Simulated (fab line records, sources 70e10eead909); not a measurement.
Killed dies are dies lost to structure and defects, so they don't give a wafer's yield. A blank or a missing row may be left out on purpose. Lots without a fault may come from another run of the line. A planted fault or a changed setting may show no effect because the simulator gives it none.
Chamber matching | flow nand_harc | NHARC_A_STAIRCASE_ALD_415 on ald_hk-02: 4 sister chambers
The step deposits SiO2, target thk 30 nm, pulse time 6 s, ald cycles 300. 4 wafers are shown with their chamber, then 8 later ones without.

WAFERS WITH THEIR CHAMBER
wafer  | chamber | heater_power_w (W)
L697.4 | 1       | 443
L705.1 | 3       | 452
L705.4 | 0       | 601
L708.3 | 2       | 505

WAFERS WITHOUT THEIR CHAMBER
wafer  | heater_power_w (W)
L708.4 | 591
L708.6 | 443
L710.4 | 428
L710.5 | 601
L710.6 | 432
L713.1 | 607
L713.3 | 445
L713.6 | 612

WHICH CHAMBER EACH WENT THROUGH
wafer  | from the rows above     | in truth
L708.4 | 0                       | 0
L708.6 | can't be placed: 1 or 3 | 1
L710.4 | can't be placed: 1 or 3 | 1
L710.5 | 0                       | 0
L710.6 | can't be placed: 1 or 3 | 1
L713.1 | 0                       | 0
L713.3 | can't be placed: 1 or 3 | 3
L713.6 | 0                       | 0
Placed correctly: 4 of 8. Can't be placed from these rows: 4 (the true chamber is among the candidates in 4). Placed wrongly: 0.
How it was worked out, from the rows above alone: a wafer's distance from a chamber is the root of the sum, over the readings, of the square of ((its reading less the chamber's mean) divided by the reading's scatter). The wafer belongs to the nearest chamber; if the next one is less than 2 further off, it can't be placed. A chamber's mean is the mean of its shown wafers. The scatter: with one shown wafer a chamber, the root of the mean of the squares of how far each hidden wafer lies from its nearest shown one.
